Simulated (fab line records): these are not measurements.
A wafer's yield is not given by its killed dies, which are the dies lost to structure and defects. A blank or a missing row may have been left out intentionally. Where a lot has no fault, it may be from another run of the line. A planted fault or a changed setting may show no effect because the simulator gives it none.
fab line records ; flow n5-finfet
record: lots: 12; wafers: 32; last-day: 19
route steps=1938 shown BEOL_M7@1323 PASSIVATION@1908
lots that met no fault: taken from a fault-free run of the same line
start-h: the number of hours between the record's first day and the start of the first shown wafer of the lot ; wait-h: time in hours since the lot's previous step ; " same as the row above ; L1.1+2: one row covering several wafers at once ; - no value present, or no start provided ; * or withheld: withheld ; < > ~ a bound
route shown NAME@n: names a module that has steps shown in the file, with the first one's number in the route ; usual: the fault-free wafers' mean and standard deviation ; same: alike in all rows ; chamber/n: place in a boat ; sites: each site's reading ; _std_site: how widely they spread, as a standard deviation ; _edge_site: the outer-site mean with the inner-site mean subtracted ; radius-mm: how far each site lies from the wafer's centre ; mask NAME#n: copy n ; behind: the tool/chamber that last shaped the wafer ; hold: cause of the lot's hold/its duration in hours/its outcome ; device: which transistor (n, p or np) failed to switch ; end of line: the tests these same wafers got at the end of their route ; for a step that has no rows: nothing shown but its recipe ; killed: dies that structure and defects cost at the first sort, which is not the same as the wafer's yield ; map: a wafer's dies, marking killed ones x, the rest . and places with no die _
set.NAME: setting as actually run; set.NAME@STEP: the setting as run at that earlier step ; model.NAME: the simulator's own value behind a step, which no gauge read
steps of the route over a sample of lots; a table a step, a row a wafer
services: when a tool's chamber went out of use (start-h, in hours from the record's first day, below 0 if earlier), for how many hours, and the reason
== steps ==
step: N5_BEOL_M7_SPUTTER_48
recipe: material: Cu; target-thk-a: 100; temp-c: -20; bias-v: 60; power-w: 26000; chamber-pressure-pa: 0.13; time-s: 1.667
usual: susceptor-temp-C: -19.99/0.098; throttle-valve-pct: 30.7/1
same: time-s: 1.667
lot.wafer;tool;chamber;start-h;wait-h;susceptor-temp-C;throttle-valve-pct
L949.2;pvd-sputter-03;-;208.09;0.1;-19.96;28.9
L949.3;pvd-sputter-03;-;208.09;0.1;-20.08;30.2
L949.5;pvd-sputter-03;-;208.09;0.1;-19.85;28.9
L951.3;pvd-sputter-03;-;229.33;0.1;-19.90;28.8
L951.5;pvd-sputter-03;-;229.33;0.1;-19.90;30.7
L951.6;pvd-sputter-03;-;229.33;0.1;-20.01;30.6
L950.1;pvd-sputter-01;-;229.64;0.1;-20.05;30.9
L950.4;pvd-sputter-01;-;229.64;0.1;-19.99;29.6
L950.5;pvd-sputter-01;-;229.64;0.1;-19.94;29.6
L953.2;pvd-sputter-02;-;255.11;0.3;-20.15;30.4
L953.4;pvd-sputter-02;-;255.11;0.3;-19.92;32.3
L953.6;pvd-sputter-02;-;255.11;0.3;-20.00;30.1
L958.1;pvd-sputter-02;-;277.61;0.1;-19.89;30.2
L958.4;pvd-sputter-02;-;277.61;0.1;-19.93;32.2
L958.6;pvd-sputter-02;-;277.61;0.1;-19.86;32.4
L960.2;pvd-sputter-02;-;291.05;0.1;-20.09;30.3
L960.3;pvd-sputter-02;-;291.05;0.1;-19.93;32.3
L960.4;pvd-sputter-02;-;291.05;0.1;-20.22;30.2
L962.2;pvd-sputter-01;-;308.33;0.2;-19.91;29.8
L962.5;pvd-sputter-01;-;308.33;0.2;-20.15;30.8
L962.6;pvd-sputter-01;-;308.33;0.2;-20.05;30.6
L965.3;pvd-sputter-03;-;316.14;1.1;-19.96;31.3
L965.4;pvd-sputter-03;-;316.14;1.1;-19.90;28.9
L965.6;pvd-sputter-03;-;316.14;1.1;-20.03;30.8
L963.2;pvd-sputter-02;-;322.64;0.1;-20.07;30.0
L963.4;pvd-sputter-02;-;322.64;0.1;-20.06;30.4
L963.5;pvd-sputter-02;-;322.64;0.1;-19.97;32.5
L969.4;pvd-sputter-03;-;372.23;1.0;-19.99;28.4
L968.3;pvd-sputter-03;-;372.63;0.1;-19.76;28.9
L971.1;pvd-sputter-01;-;374.25;0.1;-19.93;32.3
L971.5;pvd-sputter-01;-;374.25;0.1;-19.87;30.8
L971.6;pvd-sputter-01;-;374.25;0.1;-19.83;32.2
step: N5_PASSIVATION_DESCUM_32
recipe: chemistry: O2; time-s: 7.9; source-power-w: 50; bias-power-w: 20; pressure-mtorr: 20; rf-frequency-hz: 2.712e+07; temp-c: 40; o2-flow-sccm: 225
usual: bias-power-w: 20.00/0.066; drypump-motor-current-A: 5.69/0.25; oes-product-au: 0.81/0.056; rf-vpp-V: 243.6/1.3; showerhead-plenum-p-Torr: 2.12/0.066; throttle-valve-pct: 20.27/0.24
same: time-s: 7.9
lot.wafer;tool;chamber;start-h;wait-h;bias-power-w;drypump-motor-current-A;oes-product-au;rf-hours-counter-h;rf-vpp-V;showerhead-plenum-p-Torr;throttle-valve-pct
L949.2;rie-diel-06;1;301.74;1.3;19.84;5.61;0.77;120;241.2;2.02;20.29
L949.3;rie-diel-06;3;301.74;1.3;19.93;5.25;0.90;33;243.9;2.12;19.80
L949.5;rie-diel-06;0;301.74;1.3;20.02;5.58;0.81;-;245.4;2.19;20.48
L950.1;rie-diel-05;0;314.08;2.4;20.01;5.55;0.73;159;243.5;2.11;20.32
L950.4;rie-diel-05;2;314.08;2.4;20.03;6.12;0.78;124;244.1;2.08;20.54
L950.5;rie-diel-05;0;314.08;2.4;19.98;5.57;0.74;-;243.6;2.11;20.30
L951.3;rie-diel-05;1;320.69;2.4;19.96;5.80;0.82;71;242.6;2.11;19.87
L951.5;rie-diel-05;3;320.69;2.4;19.86;5.92;0.86;-;242.1;2.04;20.31
L951.6;rie-diel-05;0;320.69;2.4;20.00;5.56;0.73;-;244.5;2.11;20.33
L953.2;rie-diel-06;3;327.89;0.2;20.06;5.27;0.88;46;243.7;2.11;19.80
L953.4;rie-diel-06;0;327.89;0.2;19.92;5.61;0.79;102;245.6;2.19;20.48
L953.6;rie-diel-06;0;327.89;0.2;19.96;5.59;0.79;-;244.1;2.19;20.48
L958.1;rie-diel-06;3;357.48;0.0;20.01;5.27;0.85;54;244.2;2.11;19.80
L958.4;rie-diel-06;0;357.48;0.0;19.91;5.60;0.78;111;244.1;2.19;20.48
L958.6;rie-diel-06;1;357.48;0.0;19.94;5.62;0.75;-;240.7;2.02;20.30
L960.2;rie-diel-06;3;364.50;0.0;19.99;5.29;0.86;57;244.0;2.11;19.82
L960.3;rie-diel-06;1;364.50;0.0;20.13;5.60;0.77;143;243.6;2.02;20.31
L960.4;rie-diel-06;2;364.50;0.0;20.09;5.77;0.79;106;245.3;2.19;20.09
L962.2;rie-diel-05;1;379.61;0.0;19.99;5.82;0.80;92;243.2;2.10;19.90
L962.5;rie-diel-05;0;379.61;0.0;19.84;5.57;0.72;-;242.8;2.10;20.35
L962.6;rie-diel-05;1;379.61;0.0;20.17;5.81;0.80;-;244.5;2.10;19.91
L965.3;rie-diel-06;0;382.88;0.0;20.01;5.56;0.78;121;245.2;2.18;20.50
L965.4;rie-diel-06;3;382.88;0.0;20.00;5.26;0.85;64;244.5;2.11;19.83
L965.6;rie-diel-06;3;382.88;0.0;19.98;5.25;0.85;-;244.0;2.11;19.83
L963.2;rie-diel-05;0;404.38;0.0;19.98;5.56;0.72;189;242.0;2.10;20.37
L963.4;rie-diel-05;2;404.38;0.0;19.97;6.14;0.75;155;241.7;2.07;20.60
L963.5;rie-diel-05;2;404.38;0.0;20.01;6.10;0.75;-;245.4;2.07;20.60
L968.3;rie-diel-06;1;444.03;0.3;19.85;5.60;0.73;170;242.2;2.01;20.36
L969.4;rie-diel-04;2;448.35;0.0;19.99;5.45;0.88;45;243.7;2.22;20.53
L971.1;rie-diel-06;3;453.12;0.3;19.86;5.28;0.83;88;243.7;2.10;19.88
L971.5;rie-diel-06;2;453.12;0.3;20.04;5.77;0.77;-;244.2;2.18;20.14
L971.6;rie-diel-06;3;453.12;0.3;19.91;5.27;0.84;-;242.7;2.10;19.85
step: N5_PASSIVATION_STRIP_34
recipe: chemistry: O2; power-w: 600; temp-c: 60; pressure-mtorr: 30; rf-frequency-hz: 6e+07; bias-power-w: 0; overash-fraction: 2; o2-flow-sccm: 225
usual: drypump-motor-current-A: 5.70/0.25; oes-product-au: 0.81/0.062; rf-vpp-V: 3.6/1.5; showerhead-plenum-p-Torr: 2.12/0.066; throttle-valve-pct: 16.51/0.22
same: bias-power-w: 0
lot.wafer;tool;chamber;start-h;wait-h;drypump-motor-current-A;oes-product-au;rf-hours-counter-h;rf-vpp-V;showerhead-plenum-p-Torr;throttle-valve-pct
L949.2;rie-diel-05;1;302.45;0.2;5.80;0.85;59;2.5;2.12;16.18
L949.3;rie-diel-05;3;302.45;0.2;5.82;0.87;30;3.8;2.05;16.51
L949.5;rie-diel-05;2;302.45;0.2;6.12;0.79;-;3.2;2.09;16.83
L950.1;rie-diel-06;1;314.75;0.1;5.60;0.79;126;1.5;2.03;16.53
L950.4;rie-diel-06;0;314.75;0.1;5.57;0.80;97;3.5;2.20;16.71
L950.5;rie-diel-06;3;314.75;0.1;5.25;0.89;-;2.6;2.12;16.07
L951.3;rie-diel-04;2;321.33;0.1;5.45;1.01;1;4.7;2.24;16.69
L951.5;rie-diel-04;2;321.33;0.1;5.49;1.01;-;1.2;2.24;16.65
L951.6;rie-diel-04;3;321.33;0.1;6.03;0.85;-;3.4;2.22;16.67
L953.2;rie-diel-05;1;328.50;0.1;5.80;0.84;75;3.2;2.11;16.19
L953.4;rie-diel-05;2;328.50;0.1;6.13;0.77;131;1.3;2.08;16.86
L953.6;rie-diel-05;0;328.50;0.1;5.56;0.73;-;2.6;2.11;16.57
L958.1;rie-diel-04;1;358.18;0.2;6.01;0.87;56;6.2;2.12;16.55
L958.4;rie-diel-04;2;358.18;0.2;5.45;0.93;14;4.4;2.23;16.66
L958.6;rie-diel-04;3;358.18;0.2;6.05;0.80;-;5.2;2.21;16.74
L960.2;rie-diel-04;0;365.60;0.1;5.40;0.90;32;2.3;2.06;16.34
L960.3;rie-diel-04;1;365.60;0.1;6.04;0.88;58;3.3;2.12;16.52
L960.4;rie-diel-04;3;365.60;0.1;6.01;0.82;101;5.2;2.21;16.76
L962.2;rie-diel-05;2;380.21;0.1;6.14;0.76;148;4.5;2.08;16.84
L962.5;rie-diel-05;0;380.21;0.1;5.55;0.73;-;2.7;2.10;16.62
L962.6;rie-diel-05;1;380.21;0.1;5.81;0.81;-;2.0;2.10;16.27
L965.3;rie-diel-04;3;383.48;0.1;6.02;0.82;108;1.7;2.21;16.71
L965.4;rie-diel-04;2;383.48;0.1;5.44;0.94;24;2.6;2.23;16.68
L965.6;rie-diel-04;3;383.48;0.1;6.00;0.77;-;3.4;2.21;16.77
L963.2;rie-diel-06;0;405.04;0.1;5.56;0.77;125;3.8;2.19;16.78
L963.4;rie-diel-06;2;405.04;0.1;5.75;0.77;119;1.0;2.19;16.38
L963.5;rie-diel-06;0;405.04;0.1;5.56;0.78;-;4.6;2.19;16.74
L968.3;rie-diel-06;3;444.64;0.1;5.26;0.82;84;3.4;2.10;16.16
L969.4;rie-diel-04;0;448.95;0.1;5.42;0.82;64;4.6;2.05;16.37
L971.1;rie-diel-06;1;453.75;0.1;5.61;0.72;173;4.0;2.01;16.63
L971.5;rie-diel-06;3;453.75;0.1;5.27;0.81;-;2.2;2.10;16.18
L971.6;rie-diel-06;2;453.75;0.1;5.78;0.77;-;4.0;2.18;16.41
step: N5_PASSIVATION_OVL_MEAS_66
recipe: points-per-wafer: 44
usual: PASS_OPEN_OVL: -3/5.7
lot.wafer;tool;chamber;start-h;wait-h;PASS_OPEN_OVL[nm]
L949.2;overlay-01;0;303.67;0.0;0
L949.3;overlay-01;0;303.67;0.0;-9
L949.5;overlay-01;0;303.67;0.0;-3
L950.1;overlay-02;0;316.10;0.0;-18
L950.4;overlay-02;0;316.10;0.0;-3
L950.5;overlay-02;0;316.10;0.0;-13
L951.3;overlay-02;0;322.40;0.0;-4
L951.5;overlay-02;0;322.40;0.0;-6
L951.6;overlay-02;0;322.40;0.0;0
L953.2;overlay-01;0;329.57;0.0;4
L953.4;overlay-01;0;329.57;0.0;-1
L953.6;overlay-01;0;329.57;0.0;-1
L958.1;overlay-01;0;359.37;0.0;-5
L958.4;overlay-01;0;359.37;0.0;3
L958.6;overlay-01;0;359.37;0.0;-9
L960.2;overlay-01;0;366.80;0.0;6
L960.3;overlay-01;0;366.80;0.0;-2
L960.4;overlay-01;0;366.80;0.0;8
L962.2;overlay-02;0;381.29;0.0;3
L962.5;overlay-02;0;381.29;0.0;2
L962.6;overlay-02;0;381.29;0.0;5
L965.3;overlay-01;0;384.56;0.0;-9
L965.4;overlay-01;0;384.56;0.0;-3
L965.6;overlay-01;0;384.56;0.0;-2
L963.2;overlay-02;0;406.24;0.0;-1
L963.4;overlay-02;0;406.24;0.0;-6
L963.5;overlay-02;0;406.24;0.0;-7
L968.3;overlay-01;0;445.71;0.0;0
L969.4;overlay-01;0;450.15;0.0;8
L971.1;overlay-02;0;454.95;0.0;5
L971.5;overlay-02;0;454.95;0.0;9
L971.6;overlay-02;0;454.95;0.0;9
step: N5_PASSIVATION_PROBE_49
usual: killed_at_M0_to_M3: 36/11; killed_at_M4_up: 14/5.2; killed-at-contacts: 12/6.1; killed-at-front-end: 40/12; killed-at-other: 3.2/2.5; killed-dies: 105/16; killed-open: 68/12; killed-short: 35/8.7
same: gross-dies: 1180; killed-at-back-side: 0
lot.wafer;tool;chamber;start-h;wait-h;killed_at_M0_to_M3;killed_at_M4_up;killed-at-contacts;killed-at-front-end;killed-at-other;killed-dies;killed-open;killed-short
L950.1;prober-02;-;322.67;0.0;25;16;5;54;3;103;61;41
L950.4;prober-02;-;322.82;0.2;40;18;5;31;3;97;71;26
L950.5;prober-02;-;322.87;0.2;45;15;7;24;1;92;58;32
L951.3;prober-02;-;325.66;0.1;32;10;17;39;2;100;65;31
L951.5;prober-02;-;325.76;0.2;35;12;19;37;7;110;73;36
L951.6;prober-02;-;325.81;0.3;30;7;27;45;3;112;67;39
L953.2;prober-01;-;332.91;0.1;36;16;8;29;1;90;54;34
L953.4;prober-01;-;333.01;0.2;38;12;9;31;3;93;57;35
L953.6;prober-01;-;333.11;0.3;39;11;11;28;5;94;54;39
L960.2;prober-02;-;370.11;0.1;34;12;13;31;2;92;61;30
L960.3;prober-02;-;370.16;0.1;26;10;12;34;0;82;52;30
L960.4;prober-02;-;370.21;0.2;59;11;11;35;1;117;75;41
L962.2;prober-01;-;384.45;0.1;20;11;13;42;0;86;64;21
L962.5;prober-01;-;384.60;0.2;30;16;5;55;3;109;67;42
L962.6;prober-01;-;384.65;0.3;30;18;27;58;0;133;83;49
L963.2;prober-01;-;409.40;0.1;34;21;9;45;3;112;73;34
L963.4;prober-01;-;409.50;0.2;31;8;7;33;8;87;62;20
L963.5;prober-01;-;409.55;0.2;31;11;13;48;8;111;62;47
L968.3;prober-01;-;448.91;0.1;31;138;7;30;1;207;36;42
L969.4;prober-01;-;453.40;0.2;51;148;18;24;2;243;55;44
L971.1;prober-01;-;459.12;0.0;34;6;23;63;2;128;72;54
L971.5;prober-01;-;459.32;0.2;25;12;13;65;0;115;78;36
L971.6;prober-01;-;459.37;0.3;33;14;12;51;2;112;73;34
killed by level:class
L950.1 STI_FIN_REVEAL:geometric-particle:open=13 BEOL_M4:geometric-particle:open=9 STI_FIN_REVEAL:geometric-particle:short=8 BEOL_M1:geometric-particle:open=7 FIN_SAQP:geometric-particle:open=5 GATE_CUT:geometric-particle:short=5 MOL_CONTACT_COAG:geometric-particle:open=5 ILD0:geometric-particle:open=4
L950.4 STI_FIN_REVEAL:geometric-particle:open=15 BEOL_M0_SAQP:geometric-particle:open=14 BEOL_M4:geometric-particle:open=12 BEOL_M2:geometric-particle:open=8 BEOL_M0_SAQP:geometric-particle:short=6 MOL_CONTACT_COAG:geometric-particle:open=4 BEOL_M1:geometric-particle:open=4 STI_FIN_REVEAL:geometric-particle:short=3
L950.5 BEOL_M0_SAQP:geometric-particle:short=12 BEOL_M0_SAQP:geometric-particle:open=10 BEOL_M1:geometric-particle:open=8 FIN_SAQP:geometric-particle:short=6 MOL_CONTACT_COAG:geometric-particle:open=6 BEOL_M4:geometric-particle:open=6 BEOL_M2:geometric-particle:open=5 ILD0:geometric-particle:open=4
L951.3 MOL_CONTACT_COAG:geometric-particle:open=12 BEOL_M1:geometric-particle:open=12 FIN_SAQP:geometric-particle:open=9 GATE_CUT:geometric-particle:short=7 BEOL_M0_SAQP:geometric-particle:short=7 FIN_SAQP:geometric-particle:short=6 BEOL_M4:geometric-particle:open=6 GATE_CUT:geometric-particle:open=5
L951.5 MOL_CONTACT_COAG:geometric-particle:open=15 BEOL_M1:geometric-particle:open=15 FIN_SAQP:geometric-particle:open=8 FIN_SAQP:geometric-particle:short=7 BEOL_M4:geometric-particle:open=6 BEOL_M0_SAQP:geometric-particle:short=4 GATE_CUT:geometric-particle:short=4 MOL_CONTACT_COAG:geometric-particle:short=4
L951.6 MOL_CONTACT_COAG:geometric-particle:open=23 BEOL_M1:geometric-particle:open=13 GATE_CUT:geometric-particle:short=7 FIN_SAQP:geometric-particle:short=6 HKMG_FIN:area-etch=6 DUMMY_GATE:geometric-particle:open=4 BEOL_M0_SAQP:geometric-particle:open=4 MOL_CONTACT_COAG:geometric-particle:short=4
L953.2 BEOL_M0_SAQP:geometric-particle:short=10 BEOL_M0_SAQP:geometric-particle:open=8 MOL_CONTACT_COAG:geometric-particle:open=7 BEOL_M4:geometric-particle:open=7 BEOL_M2:geometric-particle:open=6 FIN_SAQP:geometric-particle:open=5 BEOL_M1:geometric-particle:open=5 STARTING-WAFER:geometric-particle:short=5
L953.4 FIN_SAQP:geometric-particle:open=11 BEOL_M2:geometric-particle:open=11 BEOL_M0_SAQP:geometric-particle:short=9 FIN_SAQP:geometric-particle:short=7 MOL_CONTACT_COAG:geometric-particle:open=6 BEOL_M0_SAQP:geometric-particle:open=5 BEOL_M3:geometric-particle:open=5 DUMMY_GATE:geometric-particle:open=4
L953.6 BEOL_M0_SAQP:geometric-particle:short=13 BEOL_M0_SAQP:geometric-particle:open=8 BEOL_M1:geometric-particle:open=7 FIN_SAQP:geometric-particle:short=6 MOL_CONTACT_COAG:geometric-particle:short=6 MOL_CONTACT_COAG:geometric-particle:open=5 BEOL_M4:geometric-particle:open=5 DUMMY_GATE:geometric-particle:open=4
L960.2 BEOL_M3:geometric-particle:open=10 MOL_CONTACT_COAG:geometric-particle:open=9 FIN_SAQP:geometric-particle:open=8 BEOL_M0_SAQP:geometric-particle:short=8 STI_FIN_REVEAL:geometric-particle:open=7 BEOL_M2:geometric-particle:open=7 GATE_CUT:geometric-particle:open=5 MOL_CONTACT_COAG:geometric-particle:short=4
L960.3 MOL_CONTACT_COAG:geometric-particle:open=11 GATE_CUT:geometric-particle:short=9 STI_FIN_REVEAL:geometric-particle:open=7 BEOL_M2:geometric-particle:open=6 BEOL_M0_SAQP:geometric-particle:short=6 BEOL_M4:geometric-particle:open=6 BEOL_M0_SAQP:geometric-particle:open=5 BEOL_M3:geometric-particle:open=4
L960.4 BEOL_M0_SAQP:geometric-particle:short=19 BEOL_M2:geometric-particle:open=14 MOL_CONTACT_COAG:geometric-particle:open=10 BEOL_M0_SAQP:geometric-particle:open=10 FIN_SAQP:geometric-particle:open=8 STI_FIN_REVEAL:geometric-particle:open=8 BEOL_M3:geometric-particle:open=8 FIN_SAQP:geometric-particle:short=6
L962.2 FIN_SAQP:geometric-particle:open=22 FIN_SAQP:geometric-particle:short=10 MOL_CONTACT_COAG:geometric-particle:open=10 BEOL_M4:geometric-particle:open=6 STARTING-WAFER:geometric-particle:open=5 BEOL_M1:geometric-particle:open=5 BEOL_M0_SAQP:geometric-particle:open=4 BEOL_M2:geometric-particle:open=4
L962.5 FIN_SAQP:geometric-particle:short=14 FIN_SAQP:geometric-particle:open=10 STI_FIN_REVEAL:geometric-particle:open=9 BEOL_M4:geometric-particle:open=8 BEOL_M0_SAQP:geometric-particle:open=7 BEOL_M0_SAQP:geometric-particle:short=5 BEOL_M2:geometric-particle:open=5 BEOL_M3:geometric-particle:open=5
L962.6 FIN_SAQP:geometric-particle:short=21 MOL_CONTACT_COAG:geometric-particle:open=21 FIN_SAQP:geometric-particle:open=16 BEOL_M3:geometric-particle:open=8 STI_FIN_REVEAL:geometric-particle:open=7 MOL_CONTACT_COAG:geometric-particle:short=6 BEOL_M0_SAQP:geometric-particle:short=6 BEOL_M1:geometric-particle:open=5
L963.2 STI_FIN_REVEAL:geometric-particle:open=10 BEOL_M4:geometric-particle:open=10 BEOL_M0_SAQP:geometric-particle:short=8 MOL_CONTACT_COAG:geometric-particle:open=7 BEOL_M0_SAQP:geometric-particle:open=7 GATE_CUT:geometric-particle:short=6 FIN_SAQP:geometric-particle:short=5 DUMMY_GATE:geometric-particle:open=5
L963.4 STI_FIN_REVEAL:geometric-particle:open=12 BEOL_M1:geometric-particle:open=7 BEOL_M2:geometric-particle:open=7 BEOL_M0_SAQP:geometric-particle:open=6 BEOL_M0_SAQP:geometric-particle:short=6 FIN_SAQP:geometric-particle:open=4 BEOL_M3:geometric-particle:open=4 MOL_CONTACT_COAG:geometric-particle:open=4
L963.5 STI_FIN_REVEAL:geometric-particle:open=15 BEOL_M0_SAQP:geometric-particle:short=12 MOL_CONTACT_COAG:geometric-particle:open=11 GATE_CUT:geometric-particle:short=6 STI_FIN_REVEAL:geometric-particle:short=5 BEOL_M2:geometric-particle:open=5 BEOL_M0_SAQP:geometric-particle:open=5 SPACER0:geometric-particle:short=4
L968.3 BEOL_M7:unspecified=127 BEOL_M0_SAQP:geometric-particle:short=10 FIN_SAQP:geometric-particle:short=8 BEOL_M3:geometric-particle:short=7 MOL_CONTACT_COAG:geometric-particle:open=6 BEOL_M0_SAQP:geometric-particle:open=5 BEOL_M3:geometric-particle:open=5 STI_FIN_REVEAL:geometric-particle:open=4
L969.4 BEOL_M7:unspecified=140 MOL_CONTACT_COAG:geometric-particle:open=13 BEOL_M0_SAQP:geometric-particle:short=12 BEOL_M1:geometric-particle:open=10 BEOL_M0_SAQP:geometric-particle:open=9 BEOL_M1:geometric-particle:short=7 FIN_SAQP:geometric-particle:open=5 MOL_CONTACT_COAG:geometric-particle:short=5
L971.1 FIN_SAQP:geometric-particle:short=20 MOL_CONTACT_COAG:geometric-particle:open=18 FIN_SAQP:geometric-particle:open=14 GATE_CUT:geometric-particle:short=10 BEOL_M0_SAQP:geometric-particle:open=8 BEOL_M1:geometric-particle:open=7 DUMMY_GATE:geometric-particle:open=7 BEOL_M0_SAQP:geometric-particle:short=7
L971.5 FIN_SAQP:geometric-particle:open=24 GATE_CUT:geometric-particle:short=10 MOL_CONTACT_COAG:geometric-particle:open=10 BEOL_M4:geometric-particle:open=9 FIN_SAQP:geometric-particle:short=8 DUMMY_GATE:geometric-particle:open=6 BEOL_M3:geometric-particle:open=6 BEOL_M3:geometric-particle:short=6
L971.6 FIN_SAQP:geometric-particle:open=16 MOL_CONTACT_COAG:geometric-particle:open=11 BEOL_M2:geometric-particle:open=7 BEOL_M3:geometric-particle:short=7 DUMMY_GATE:geometric-particle:open=6 BEOL_M3:geometric-particle:open=6 FIN_SAQP:geometric-particle:short=5 GATE_CUT:geometric-particle:short=5
== services ==
tool;chamber;start-h;hours;kind
rie-diel-05;3;184.85;-;clean
rie-diel-05;3;184.85;-;consumable-replace:focus-ring
rie-diel-05;3;184.85;29.9;scheduled-down
rie-diel-05;3;184.85;29.9;vent-cycle
rie-diel-05;-;238.15;0.8;repair
rie-diel-04;0;238.47;-;clean
rie-diel-04;0;238.47;-;consumable-replace:focus-ring
rie-diel-04;0;238.47;12.6;scheduled-down
rie-diel-04;0;238.47;12.6;vent-cycle
pvd-sputter-03;-;256.81;10.5;repair
rie-diel-04;2;272.93;-;clean
rie-diel-04;2;272.93;-;consumable-replace:focus-ring
rie-diel-04;2;272.93;-;consumable-replace:showerhead
rie-diel-04;2;272.93;28.6;scheduled-down
rie-diel-04;-;292.12;28.1;pm
rie-diel-04;1;326.00;10.0;repair
rie-diel-05;0;329.85;3.2;repair
rie-diel-05;-;339.29;2.8;pm
rie-diel-04;-;341.02;0.3;repair
rie-diel-05;1;355.98;1.7;repair
rie-diel-04;-;391.12;0.2;repair
rie-diel-06;0;393.32;5.4;repair
pvd-sputter-02;-;394.73;1.5;repair
pvd-sputter-03;-;440.43;2.1;repair
== key ==
first-sign: step: N5_PASSIVATION_PROBE_49; reading: killed_at_M4_up; direction: up; sigmas: 25; usual: 14; struck: 143
effect: step: N5_PASSIVATION_PROBE_49; reading: killed-dies; direction: up; sigmas: 7.3; usual: 105; struck: 225
more-kills-born-at: N5_BEOL_M7_SPUTTER_48@pvd-sputter-03: 267
met-at N5_BEOL_M7_SPUTTER_48
struck-lots L968,L969
struck-wafers L968.3,L969.4
tester-left-out L968,L969
not-acting-at N5_PASSIVATION_DESCUM_32,N5_PASSIVATION_STRIP_34,N5_PASSIVATION_OVL_MEAS_66
onset-between 316.14 372.23
earlier-fault: kind: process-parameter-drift; tool: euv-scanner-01; chamber: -; onset-h: 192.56; steps: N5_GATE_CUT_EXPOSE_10; channel: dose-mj; offset: 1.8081; shape: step; acts-in: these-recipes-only; stated: 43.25
fault: kind: chamber-particle-source; tool: pvd-sputter-03; chamber: -; onset-h: 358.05; steps: N5_BEOL_M7_SPUTTER_48; rate-per-visit-cm2: 1.1464; scope: struck-wafers-only
tester-left-out: of these lots the tester's yield and bins aren't shown, on N5 and GAA mostly nor the transistor test; their killed dies are dies lost to structure and defects alone, not to doping, threshold or leakage, so they don't give the yield
